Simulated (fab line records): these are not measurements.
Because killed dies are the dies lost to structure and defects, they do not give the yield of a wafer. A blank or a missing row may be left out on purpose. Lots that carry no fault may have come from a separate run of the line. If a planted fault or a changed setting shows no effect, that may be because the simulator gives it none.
One fault through the eyes of 2 desks -- flow nand harc -- only its own numbers are on each desk; what lay behind them is given at the end

THE METROLOGY DESK
What the gauges read, lot by lot, whatever tool the lot ran on: means of the sampled wafers that have a number. Marked OUT: a lot whose mean sits more than 4 standard deviations from the usual mean, which makes it out of limits; the brackets give that distance.
Columns: A = cd nm at NHARC_A_BONDPAD_CD_MEAS_09, usual 500.3 nm
lot,first seen here,A
L266,day 23 12:11,501.4
L265,day 23 13:14,501.0
L267,day 23 14:28,503.9
L276,day 27 08:23,499.5
L274,day 27 11:18,500.2
L279,day 28 13:17,501.0
L277,day 28 21:13,500.6
L280,day 29 06:32,498.3
L283,day 30 16:48,501.0
L282,day 30 20:33,499.4
L285,day 31 07:26,499.7
L287,day 32 18:26,498.8
Result from this desk: across the 12 lots, nothing is out of limits.

THE TOOL OWNER'S DESK: rie diel-02
The tool's own readings at NHARC_A_SGD_CUT_ETCH_59 (etches the open film in N2/H2, target depth 260 nm, time 406.25 s): means of the sampled wafers that have a number, for each lot that ran on this tool. Marked OUT: a lot whose mean sits more than 4 standard deviations from the usual mean, which makes it out of limits; the brackets give that distance.
Columns: A = drypump motor current A at NHARC_A_SGD_CUT_ETCH_59, usual 5.7 A; B = oes product au at NHARC_A_SGD_CUT_ETCH_59, usual 1.000 a.u.; C = rf vpp V at NHARC_A_SGD_CUT_ETCH_59, usual 430.9 V; D = showerhead plenum p Torr at NHARC_A_SGD_CUT_ETCH_59, usual 2.05 Torr; E = throttle valve pct at NHARC_A_SGD_CUT_ETCH_59, usual 14.171 %
lot,first seen here,A,B,C,D,E
L267,day 19 21:04,5.7,0.999,430.1,2.02,14.175
L274,day 23 13:32,5.6,0.987,430.1,2.05,14.174
Result from this desk: across the 2 lots, nothing is out of limits.

BROUGHT TOGETHER
At the metrology desk, nothing out of limits was observed.
The tool owner's desk saw nothing out of limits.

WHAT WAS PUT IN BY THE SIMULATOR
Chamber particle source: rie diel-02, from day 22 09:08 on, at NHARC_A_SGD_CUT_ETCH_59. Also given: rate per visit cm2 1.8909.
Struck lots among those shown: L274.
